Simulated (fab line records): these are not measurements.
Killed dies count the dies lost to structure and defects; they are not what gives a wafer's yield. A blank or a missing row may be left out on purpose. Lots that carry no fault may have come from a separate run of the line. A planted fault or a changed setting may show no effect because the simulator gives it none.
What tool caused it?	flow n5Finfet	10 lots with 30 wafers sampled at 4 steps, on a route of 1938 steps

== WHAT EACH GAUGE READ, for each wafer ==
N5_BEOL_M4_RC_MEAS_101.
lot	measured	on	IOFF_P_LIN (nA/um)
L228	day 8 12:31	prober-02	0.102 0.098 0.107
L229	day 8 12:46	prober-01	0.094 0.087 0.093
L231	day 8 20:49	prober-01	0.093 0.083 0.085
L236	day 10 23:22	prober-01	0.112 0.104 0.123
L237	day 11 06:45	prober-01	0.099 0.096 0.106
L239	day 11 22:42	prober-02	0.094 0.097 0.108
L242	day 12 07:57	prober-02	1.929 1.697 1.710
L243	day 12 17:44	prober-02	0.092 0.092 0.097
L244	day 13 03:16	prober-01	0.132 0.123 0.117
L248	day 13 11:46	prober-01	1.634 0.100 1.618

== WHAT TOOL EACH LOT RAN ON (gives the tool, then ch and the chambers of the sampled wafers, and finally the start) ==
lot	N5_HKMG_FIN_ALD_74	N5_BEOL_M4_ANNEAL_95	N5_BEOL_M4_CO_CAP_55
L228	aldHk-01 ch 0,2,3, day 3 22:46	pvdSputter-01, day 8 11:16	cvdCo-02 ch 0,2, day 8 12:17
L229	aldHk-02 ch 1,2,3, day 4 03:57	pvdSputter-02, day 8 11:22	cvdCo-01 ch 0,1, day 8 12:22
L231	aldHk-01 ch 1,2,3, day 4 16:29	pvdSputter-01, day 8 19:24	cvdCo-01 ch 0,2, day 8 20:25
L236	aldHk-01 ch 1,2, day 5 23:23	pvdSputter-02, day 10 21:27	cvdCo-01 ch 1,2, day 10 22:59
L237	aldHk-01 ch 0,1,2, day 6 05:19	pvdSputter-03, day 11 05:22	cvdCo-02 ch 0,1,2, day 11 06:22
L239	aldHk-01 ch 1,2,3, day 6 17:28	pvdSputter-01, day 11 21:27	cvdCo-02 ch 0,1,2, day 11 22:27
L242	aldHk-01 ch 0,1,2, day 7 11:56	pvdSputter-02, day 12 05:12	cvdCo-01 ch 0,1,2, day 12 06:12
L243	aldHk-02 ch 0,1,3, day 7 17:27	pvdSputter-01, day 12 15:58	cvdCo-02 ch 0,2, day 12 16:59
L244	aldHk-02 ch 0,2,3, day 7 22:37	pvdSputter-03, day 13 01:54	cvdCo-02 ch 0,1,2, day 13 03:02
L248	aldHk-01 ch 1,3, day 8 23:59	pvdSputter-02, day 13 10:10	cvdCo-01 ch 0,1, day 13 11:14
- N5_HKMG_FIN_ALD_74: deposits La2O3, target thk 0.5 nm, pulse time 6 s, co reactant pulse time 1 s.
- N5_BEOL_M4_ANNEAL_95: time 240 s.
- N5_BEOL_M4_CO_CAP_55: material Co, precursor CCTBA/H2, target thk 2 nm, time 102.1 s.

== THE ANSWER, worked out from the rows above alone ==
Rule: what is usual is taken from the lots themselves. The widest of any qualifying gaps counts: lots, ordered by their means at a reading, are off when they make up no more than a third of the lots, leave a main group of 4 or more, and stand apart from it by 3 or more times the standard deviation of that group's means. If all means in a main group match to the digits the tables above print for the reading, that group is not used. Also off: a lot with no number at a reading for which 4 or more lots have one. The other lots that the step has rows for count as sound.
Off: L242, L248, at N5_BEOL_M4_RC_MEAS_101 (IOFF_P_LIN). Mean 0.101 nA/um and standard deviation 0.011 in the main group.
A tool fits if, at a process step before that reading, it ran every lot that is off, and no sound lot after the first of them. Those tools and the gauges at N5_BEOL_M4_RC_MEAS_101 are tried in the same way. Can't be told from this: 3 tools fit, aldHk-01 at N5_HKMG_FIN_ALD_74, pvdSputter-02 at N5_BEOL_M4_ANNEAL_95, cvdCo-01 at N5_BEOL_M4_CO_CAP_55.

== WHAT THE SIMULATOR PUT IN ==
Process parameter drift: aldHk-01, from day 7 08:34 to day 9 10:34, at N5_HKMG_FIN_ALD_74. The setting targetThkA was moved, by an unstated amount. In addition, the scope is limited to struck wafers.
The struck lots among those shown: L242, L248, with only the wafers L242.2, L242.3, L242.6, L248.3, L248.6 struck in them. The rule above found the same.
